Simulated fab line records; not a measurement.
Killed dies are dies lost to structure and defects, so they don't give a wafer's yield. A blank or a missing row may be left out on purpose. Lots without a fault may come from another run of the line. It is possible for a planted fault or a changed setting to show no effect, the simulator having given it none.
Split-lot trial    flow n5Finfet    21 wafers read across 7 lots, on a route 1938 steps long

== SPLIT DETAILS ==
At N5_BEOL_M15_SPUTTER_43 (material TaN, target thk 15 nm, time 24.19 s), the setting timeS was moved away from the recipe's 24.19 s on 7 of the 21 wafers read, by -13.7% to +13.8%. The other wafers ran this setting at the recipe's value.

The reading is taken at the split's own step.

== THE READING ==
TaN_of_BEOL_M15_SPUTTER_43.thkNm (the simulator's own value, which no gauge read), in nm, at N5_BEOL_M15_SPUTTER_43 (material TaN, target thk 15 nm, time 24.19 s). The file gives no usual value for it. Here, 14 wafers ran the recipe; their average is 15.0 nm with a standard deviation of 0.13 nm.

wafer   tool, chamber at the split  timeS as run, s  against the recipe  TaN_of_BEOL_M15_SPUTTER_43.thkNm, nm  against lot-mates on the recipe
L079.2  pvdSputter-02, -            22.29            -7.9%               14                                    -0.9
L079.5  pvdSputter-02, -            24.19            recipe              14.8                                  -
L079.6  pvdSputter-02, -            24.19            recipe              15                                    -
L078.1  pvdSputter-02, -            24.19            recipe              15                                    -
L078.3  pvdSputter-02, -            24.19            recipe              15                                    -
L078.5  pvdSputter-02, -            24.19            recipe              15.2                                  -
L083.1  pvdSputter-02, -            24.19            recipe              14.8                                  -
L083.2  pvdSputter-02, -            21.74            -10.1%              13.4                                  -1.4
L083.4  pvdSputter-02, -            21.74            -10.1%              13.4                                  -1.4
L081.3  pvdSputter-01, -            24.19            recipe              15                                    -
L081.4  pvdSputter-01, -            24.19            recipe              15                                    -
L081.6  pvdSputter-01, -            27.53            +13.8%              17.2                                  +2.2
L086.2  pvdSputter-03, -            24.19            recipe              14.8                                  -
L086.6  pvdSputter-03, -            24.19            recipe              14.8                                  -
L086.4  pvdSputter-03, -            22.69            -6.2%               14.2                                  -0.6
L089.2  pvdSputter-03, -            24.19            recipe              15.2                                  -
L089.4  pvdSputter-03, -            24.19            recipe              15                                    -
L089.5  pvdSputter-03, -            24.19            recipe              15                                    -
L091.1  pvdSputter-02, -            20.87            -13.7%              12.8                                  -2.2
L091.2  pvdSputter-02, -            20.87            -13.7%              13.2                                  -1.8
L091.4  pvdSputter-02, -            24.19            recipe              15                                    -

THE FIT
A straight line over all 21 wafers: TaN_of_BEOL_M15_SPUTTER_43.thkNm changes by +0.149 nm for each +1% of timeS; r = +0.99; the points scatter about the line by 0.15 nm.
The same after taking each lot's own level away (the mean of its wafers on the recipe; 21 wafers): +0.145 nm for each +1%; r = +0.99; scatter 0.13 nm.
The reading moves by 2 nm for the largest change in timeS, on that fit.
Measured against the standard deviation above, the lots' own levels, which go from 14.80 to 15.07 nm, span 2.1 times it.
So the lot-to-lot level changes the slope little: the two slopes agree.
Check: for one of the wafers moved furthest among these (+13.8%), held out of the fit, the line's prediction against its lot-mates is +1.94 nm. It came out at +2.2 nm against them.

== THE FILE'S OWN FIT ==
TaN_of_BEOL_M15_SPUTTER_43.thkNm changes by +0.142 nm for each +1% of timeS, r = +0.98.
